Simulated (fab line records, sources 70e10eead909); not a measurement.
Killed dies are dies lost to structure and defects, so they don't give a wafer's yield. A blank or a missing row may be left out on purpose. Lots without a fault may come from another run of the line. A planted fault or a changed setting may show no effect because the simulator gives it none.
Which tool did it? | flow nand_harc | 12 lots, 36 wafers sampled, at 4 steps of a route of 1302

WHAT THE GAUGES READ, wafer by wafer
The record holds no reading of a measuring or inspecting step that can be judged against a usual standard deviation.

WHICH TOOL RAN EACH LOT (tool, then ch and the chambers of the sampled wafers, then the start)
lot  | NHARC_A_STAIRCASE_ETCH_194         | NHARC_A_STAIRCASE_ETCH_197     | NHARC_A_STAIRCASE_TRIM_198     | NHARC_A_STAIRCASE_ETCH_201
L586 | rie_diel-01 ch 0,1,3, day 16 02:49 | rie_diel-08 ch 1,3, no start   | rie_diel-08 ch 1,3, no start   | rie_diel-08 ch 0,2,3, no start
L584 | rie_diel-01 ch 0,1,2, day 16 15:48 | rie_diel-01 ch 2,3, no start   | rie_diel-01 ch 0,2, no start   | rie_diel-01 ch 0,1,2, no start
L588 | rie_diel-11 ch 2,3, day 17 03:52   | rie_diel-11 ch 0,3, no start   | rie_diel-11 ch 2,3, no start   | rie_diel-11 ch 0,2,3, no start
L590 | rie_diel-11 ch 1,2,3, day 17 21:49 | rie_diel-11 ch 0,2,3, no start | rie_diel-11 ch 0,1,2, no start | rie_diel-11 ch 0,2,3, no start
L595 | rie_diel-01 ch 0,1,3, day 20 14:01 | rie_diel-11 ch 0,1,3, no start | rie_diel-11 ch 2,3, no start   | rie_diel-11 ch 1,2,3, no start
L596 | rie_diel-01 ch 1,2,3, day 20 15:11 | rie_diel-01 ch 0,1,3, no start | rie_diel-01 ch 1,2,3, no start | rie_diel-01 ch 1,2, no start
L602 | rie_diel-08 ch 0,1,2, day 23 00:02 | rie_diel-11 ch 0,3, no start   | rie_diel-11 ch 1,2,3, no start | rie_diel-11 ch 0,1,2, no start
L603 | rie_diel-11 ch 0,1,3, day 23 18:01 | rie_diel-11 ch 1,2,3, no start | rie_diel-11 ch 0,1, no start   | rie_diel-11 ch 0,2, no start
L604 | rie_diel-11 ch 1,2,3, day 23 21:10 | rie_diel-11 ch 0,1,3, no start | rie_diel-11 ch 0,1,2, no start | rie_diel-11 ch 0,1,2, no start
L607 | rie_diel-01 ch 1,3, day 25 04:26   | rie_diel-11 ch 0,2,3, no start | rie_diel-11 ch 0,2,3, no start | rie_diel-11 ch 0,2,3, no start
L606 | rie_diel-08 ch 0,2,3, day 25 04:49 | rie_diel-01 ch 1,2, no start   | rie_diel-01 ch 1,2,3, no start | rie_diel-01 ch 1,2, no start
L605 | rie_diel-11 ch 0,2,3, day 25 10:23 | rie_diel-08 ch 0,1,3, no start | rie_diel-08 ch 0,1,3, no start | rie_diel-08 ch 1,2,3, no start
- NHARC_A_STAIRCASE_ETCH_194: etches the open film in C4F8/O2, target depth 100 nm, time 40.5 s.
- NHARC_A_STAIRCASE_ETCH_197: etches the open film in C4F8/O2, target depth 100 nm, time 40.5 s.
- NHARC_A_STAIRCASE_TRIM_198: chemistry O2, time 211.2 s.
- NHARC_A_STAIRCASE_ETCH_201: etches the open film in C4F8/O2, target depth 100 nm, time 40.5 s.

WHAT THE TOOLS THEMSELVES READ (means of the sampled wafers that have a number; where no wafer has one, the mark that the record gives instead)
NHARC_A_STAIRCASE_ETCH_194. Usual: oes_product_au 0.947 a.u., standard deviation 0.011; rf_fwd_power_W 590.8 W, standard deviation 3; rf_vpp_V 896 V, standard deviation 5.1.
lot  | tool        | oes_product_au (a.u.) | rf_fwd_power_W (W) | rf_vpp_V (V) | flag
L586 | rie_diel-01 | 0.943                 | 591.0              | 892          |
L584 | rie_diel-01 | 0.943                 | 590.4              | 891          |
L588 | rie_diel-11 | 0.960                 | 593.5              | 901          |
L590 | rie_diel-11 | 0.947                 | 592.5              | 900          |
L595 | rie_diel-01 | 0.922                 | 558.3              | 899          | OFF
L596 | rie_diel-01 | 0.925                 | 560.7              | 892          | OFF
L602 | rie_diel-08 | 0.954                 | 591.6              | 898          |
L603 | rie_diel-11 | 0.942                 | 590.1              | 897          |
L604 | rie_diel-11 | 0.946                 | 592.4              | 899          |
L607 | rie_diel-01 | 0.945                 | 593.5              | 895          |
L606 | rie_diel-08 | 0.961                 | 590.6              | 895          |
L605 | rie_diel-11 | 0.950                 | 590.5              | 898          |

NHARC_A_STAIRCASE_ETCH_197. Usual: oes_product_au 0.952 a.u., standard deviation 0.016; rf_fwd_power_W 590 W, standard deviation 3.1; rf_vpp_V 897 V, standard deviation 4.9.
lot  | tool        | oes_product_au (a.u.) | rf_fwd_power_W (W) | rf_vpp_V (V) | flag
L586 | rie_diel-08 | 0.948                 | 591                | 899          |
L584 | rie_diel-01 | 0.949                 | 594                | 891          |
L588 | rie_diel-11 | 0.956                 | 592                | 900          |
L590 | rie_diel-11 | 0.953                 | 590                | 900          |
L595 | rie_diel-11 | 0.928                 | 590                | 899          |
L596 | rie_diel-01 | 0.938                 | 592                | 898          |
L602 | rie_diel-11 | 0.966                 | 591                | 901          |
L603 | rie_diel-11 | 0.953                 | 593                | 899          |
L604 | rie_diel-11 | 0.955                 | 591                | 897          |
L607 | rie_diel-11 | 0.979                 | 590                | 899          |
L606 | rie_diel-01 | 0.990                 | 592                | 900          |
L605 | rie_diel-08 | 0.975                 | 590                | 896          |

NHARC_A_STAIRCASE_TRIM_198. Usual: drypump_motor_current_A 5.7 A, standard deviation 0.44; oes_product_au 1.005 a.u., standard deviation 0.0098; rf_vpp_V 58.0 V, standard deviation 0.87; showerhead_plenum_p_Torr 3.55 Torr, standard deviation 0.13; throttle_valve_pct 17.036 %, standard deviation 0.0096.
lot  | tool        | drypump_motor_current_A (A) | oes_product_au (a.u.) | rf_vpp_V (V) | showerhead_plenum_p_Torr (Torr) | throttle_valve_pct (%) | flag
L586 | rie_diel-08 | 5.8                         | 0.990                 | 57.8         | 3.55                            | 17.034                 |
L584 | rie_diel-01 | 5.7                         | 1.012                 | 57.6         | 3.28                            | 17.040                 |
L588 | rie_diel-11 | 5.3                         | 1.022                 | 58.6         | 3.66                            | 17.033                 |
L590 | rie_diel-11 | 5.7                         | 1.006                 | 59.2         | 3.56                            | 17.031                 |
L595 | rie_diel-11 | 5.4                         | 1.006                 | 58.2         | 3.64                            | 17.038                 |
L596 | rie_diel-01 | 5.9                         | 1.006                 | 57.3         | 3.42                            | 17.046                 |
L602 | rie_diel-11 | 5.2                         | 1.008                 | 58.2         | 3.59                            | 17.035                 |
L603 | rie_diel-11 | 6.1                         | 1.007                 | 57.2         | 3.52                            | 17.035                 |
L604 | rie_diel-11 | 5.7                         | 1.002                 | 58.1         | 3.54                            | 17.035                 |
L607 | rie_diel-11 | 5.8                         | 1.013                 | 57.8         | 3.61                            | 17.034                 |
L606 | rie_diel-01 | 5.9                         | 1.005                 | 57.3         | 3.58                            | 17.035                 |
L605 | rie_diel-08 | 5.6                         | 1.011                 | 58.5         | 3.54                            | 17.035                 |

NHARC_A_STAIRCASE_ETCH_201. Usual: oes_product_au 0.948 a.u., standard deviation 0.013; rf_fwd_power_W 590.7 W, standard deviation 3; rf_vpp_V 897 V, standard deviation 4.7.
lot  | tool        | oes_product_au (a.u.) | rf_fwd_power_W (W) | rf_vpp_V (V) | flag
L586 | rie_diel-08 | 0.937                 | 589.7              | 895          |
L584 | rie_diel-01 | 0.942                 | 589.2              | 891          |
L588 | rie_diel-11 | 0.944                 | 592.3              | 900          |
L590 | rie_diel-11 | 0.950                 | 591.1              | 900          |
L595 | rie_diel-11 | 0.942                 | 593.6              | 899          |
L596 | rie_diel-01 | 0.963                 | 590.5              | 894          |
L602 | rie_diel-11 | 0.955                 | 589.6              | 897          |
L603 | rie_diel-11 | 0.951                 | 588.9              | 896          |
L604 | rie_diel-11 | 0.950                 | 589.7              | 897          |
L607 | rie_diel-11 | 0.961                 | 593.4              | 899          |
L606 | rie_diel-01 | 0.965                 | 590.3              | 900          |
L605 | rie_diel-08 | 0.955                 | 588.4              | 895          |

THE ANSWER, worked out from the rows above alone
Rule: a lot is off if the mean of its wafers that have a number lies more than 3 standard deviations from the usual mean. A lot without any number at a reading at which 4 lots or more have one is off too. The other lots that the step has rows for count as sound. The gauges are gone through in route order, then the tools' own readings, and for those a lot's mean is taken as printed above. The first step at which some lot is off is used, and at that step the reading that is off furthest; a lot without a number counts as furthest.
Off: L595, L596, at NHARC_A_STAIRCASE_ETCH_194 (rf_fwd_power_W).
A tool fits if, at that step or a process step before it, it ran every lot that is off, and no sound lot after the first of them. None of those tried fits.

WHAT THE SIMULATOR HAD PUT IN
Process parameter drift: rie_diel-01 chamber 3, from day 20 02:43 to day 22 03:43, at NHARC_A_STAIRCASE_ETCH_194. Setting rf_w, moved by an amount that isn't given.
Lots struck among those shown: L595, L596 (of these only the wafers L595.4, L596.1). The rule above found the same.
